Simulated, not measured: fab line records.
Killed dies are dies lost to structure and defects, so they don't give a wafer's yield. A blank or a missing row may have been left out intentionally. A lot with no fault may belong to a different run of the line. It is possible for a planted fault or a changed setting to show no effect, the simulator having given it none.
Chamber matching ; flow n5-finfet ; N5_BEOL_M5_PECVD_70 on pecvd-01 has 3 sister chambers
The step deposits SiO2 from TEOS/O2, target thk 16 nm, time 18 s. 3 wafers are shown with their chamber, then 8 later ones without.

EACH WAFER AND ITS CHAMBER
wafer;chamber;throttle-valve-pct (%)
L089.2;1;25.3
L089.5;2;22.0
L091.2;0;21.5

WAFERS MISSING THEIR CHAMBER
wafer;throttle-valve-pct (%)
L091.4;25.2
L091.5;21.8
L094.2;25.4
L094.3;22.3
L094.4;25.1
L097.2;22.1
L097.4;21.9
L097.6;21.6

CHAMBER TAKEN BY EACH
wafer;from the rows above;in truth
L091.4;1;1
L091.5;can't be placed: 2 or 0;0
L094.2;1;1
L094.3;2;2
L094.4;1;1
L097.2;2;2
L097.4;can't be placed: 2 or 0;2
L097.6;can't be placed: 0 or 2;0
Correct placement for 5 of the 8. Unplaceable from these rows: 3, with the true chamber sitting among the candidates in 3. Number placed wrongly: 0.
How it was worked out, from the rows above alone: a wafer's distance from a chamber is the root of the sum, over the readings, of the square of ((its reading less the chamber's mean) divided by the reading's scatter). The wafer belongs to the nearest chamber; if the next one is less than 2 further off, it can't be placed. A chamber's mean is the mean of its shown wafers. The scatter: root of mean squared gap, hidden wafer to nearest shown wafer, with one shown wafer a chamber.
